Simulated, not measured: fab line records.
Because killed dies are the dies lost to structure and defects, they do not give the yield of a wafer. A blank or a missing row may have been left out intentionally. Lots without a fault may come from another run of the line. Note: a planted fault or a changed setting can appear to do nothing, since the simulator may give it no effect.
Chamber matching -- flow n5 finfet -- N5_FIN_CUT_CUT_ETCH_15 on rie si-03 has 4 sister chambers
The step etches Si in HBr/Cl2/O2, target depth 100 nm, bt time 10 s, time 42.4 s. 8 wafers are shown with their chamber, then 7 later ones without.

== WAFERS, EACH WITH ITS CHAMBER ==
wafer,chamber,oes product au (a.u.),HBr_flow_sccm (sccm)
L075.4,3,1.010,150.2
L077.2,3,1.001,149.7
L077.4,0,1.001,149.8
L083.3,2,0.988,150.3
L083.4,1,1.004,149.9
L083.5,2,1.000,149.9
L089.1,1,0.996,150.0
L089.2,0,1.005,150.1

== WAFERS MISSING THEIR CHAMBER ==
wafer,oes product au (a.u.),HBr_flow_sccm (sccm)
L089.4,0.982,150.2
L091.1,1.002,149.7
L091.3,0.990,149.7
L091.6,1.000,150.3
L097.1,0.998,149.5
L097.2,0.985,149.6
L097.4,1.003,150.2

== EACH ONE'S CHAMBER ==
wafer,from the rows above,in truth
L089.4,can't be placed: 2 or 1 or 0 or 3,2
L091.1,can't be placed: 0 or 1 or 3 or 2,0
L091.3,can't be placed: 2 or 1 or 0 or 3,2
L091.6,can't be placed: 2 or 1 or 0 or 3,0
L097.1,can't be placed: 1 or 0 or 3 or 2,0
L097.2,can't be placed: 2 or 1 or 0 or 3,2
L097.4,can't be placed: 0 or 3 or 1 or 2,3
Placed correctly: 0 of 7. From these rows, 7 cannot be placed; in 7 the true chamber is one of the candidates. Number placed wrongly: 0.
How it was worked out, from the rows above alone: a wafer's distance from a chamber is the root of the sum, over the readings, of the square of ((its reading less the chamber's mean) divided by the reading's scatter). If the next closest chamber is less than 2 further off than the closest, the wafer can't be placed; otherwise it belongs to the closest. A chamber's mean is the mean of its shown wafers. The scatter is the square root of a quotient: the sum, over the shown wafers, of each reading's squared deviation from its chamber's mean, divided by wafers minus chambers.
